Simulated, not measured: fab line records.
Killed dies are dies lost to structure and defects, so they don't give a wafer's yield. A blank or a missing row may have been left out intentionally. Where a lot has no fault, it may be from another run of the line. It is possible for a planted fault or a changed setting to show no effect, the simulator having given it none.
Chamber matching    flow n5Finfet    4 sister chambers for N5_BEOL_M5_STRIP_64 on rieDiel-01
The step strips in CF4. 8 wafers are shown with their chamber, then 11 later ones without.

== WAFERS PAIRED WITH THEIR CHAMBERS ==
wafer   chamber  drypumpMotorCurrentA (A)  showerheadPlenumPTorr (Torr)
L081.6  3        4.9                       1.84
L083.2  2        6.3                       1.85
L085.2  3        4.9                       1.83
L086.2  2        6.4                       1.85
L087.2  1        5.8                       1.89
L087.5  0        6.0                       1.83
L087.6  1        5.8                       1.89
L088.2  0        6.0                       1.83

== WAFERS WITHOUT THEIR CHAMBER ==
wafer   drypumpMotorCurrentA (A)  showerheadPlenumPTorr (Torr)
L088.3  5.8                       1.89
L088.5  4.9                       1.83
L091.4  6.0                       1.83
L091.5  6.3                       1.84
L091.6  5.8                       1.88
L094.2  6.0                       1.83
L094.3  4.8                       1.83
L094.4  6.4                       1.84
L097.1  6.0                       1.83
L097.4  4.9                       1.83
L097.5  4.9                       1.83

== THE CHAMBER EACH PASSED THROUGH ==
wafer   from the rows above  in truth
L088.3  1                    1
L088.5  3                    3
L091.4  0                    0
L091.5  2                    2
L091.6  1                    1
L094.2  0                    0
L094.3  3                    3
L094.4  2                    2
L097.1  0                    0
L097.4  3                    3
L097.5  3                    3
Correctly placed: 11 of 11. Number that these rows cannot place: 0. Wrongly placed: 0.
How it was worked out, from the rows above alone: a wafer's distance from a chamber is the root of the sum, over the readings, of the square of ((its reading less the chamber's mean) divided by the reading's scatter). The wafer belongs to the nearest chamber; if the next one is less than 2 further off, it can't be placed. A chamber's mean is the mean of its shown wafers. The scatter: the root of (the sum of the squares of (reading less its chamber's mean) over the shown wafers, divided by (wafers less chambers)).
